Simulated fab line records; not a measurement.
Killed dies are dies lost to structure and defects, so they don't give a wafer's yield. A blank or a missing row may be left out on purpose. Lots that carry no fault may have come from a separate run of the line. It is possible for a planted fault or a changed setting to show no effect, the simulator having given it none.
Matching of chambers | flow n5-finfet | N5_BEOL_M11_ILD_DEP_00 on pecvd-02: 3 sister chambers
The step deposits SiCOH lowk from DEMS/porogen, target thk 308.51 nm, time 58 s. 6 wafers are shown with their chamber, then 12 later ones without.

WAFERS PAIRED WITH THEIR CHAMBERS
wafer  | chamber | throttle-valve-pct (%) | showerhead-plenum-p-Torr (Torr)
L088.1 | 2       | 12.9                   | 5.756
L088.2 | 0       | 14.1                   | 5.768
L088.3 | 1       | 13.5                   | 5.727
L089.1 | 1       | 13.1                   | 5.732
L089.4 | 0       | 14.2                   | 5.769
L089.6 | 2       | 12.7                   | 5.734

WAFERS WHOSE CHAMBER IS MISSING
wafer  | throttle-valve-pct (%) | showerhead-plenum-p-Torr (Torr)
L091.3 | 12.7                   | 5.729
L091.4 | 14.2                   | 5.771
L091.6 | 12.9                   | 5.734
L093.1 | 14.1                   | 5.757
L093.4 | 14.1                   | 5.765
L093.6 | 13.4                   | 5.735
L092.1 | 13.5                   | 5.738
L092.3 | 14.0                   | 5.771
L092.6 | 12.8                   | 5.716
L097.3 | 13.0                   | 5.744
L097.4 | 13.1                   | 5.738
L097.6 | 13.6                   | 5.750

THE CHAMBER EACH PASSED THROUGH
wafer  | from the rows above          | in truth
L091.3 | can't be placed: 2 or 1      | 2
L091.4 | 0                            | 0
L091.6 | can't be placed: 2 or 1      | 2
L093.1 | 0                            | 0
L093.4 | 0                            | 0
L093.6 | 1                            | 1
L092.1 | 1                            | 1
L092.3 | 0                            | 0
L092.6 | can't be placed: 1 or 2      | 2
L097.3 | can't be placed: 2 or 1      | 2
L097.4 | can't be placed: 1 or 2      | 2
L097.6 | can't be placed: 1 or 0 or 2 | 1
Correctly placed: 6 of 12. These rows do not allow placing 6 (true chamber among the candidates in 6). Wrongly placed: 0.
How it was worked out, from the rows above alone: a wafer's distance from a chamber is the root of the sum, over the readings, of the square of ((its reading less the chamber's mean) divided by the reading's scatter). The wafer belongs to the nearest chamber; if the next one is less than 2 further off, it can't be placed. The mean given for a chamber averages the wafers shown for that chamber. The scatter is the square root of a quotient: the sum, over the shown wafers, of each reading's squared deviation from its chamber's mean, divided by wafers minus chambers.
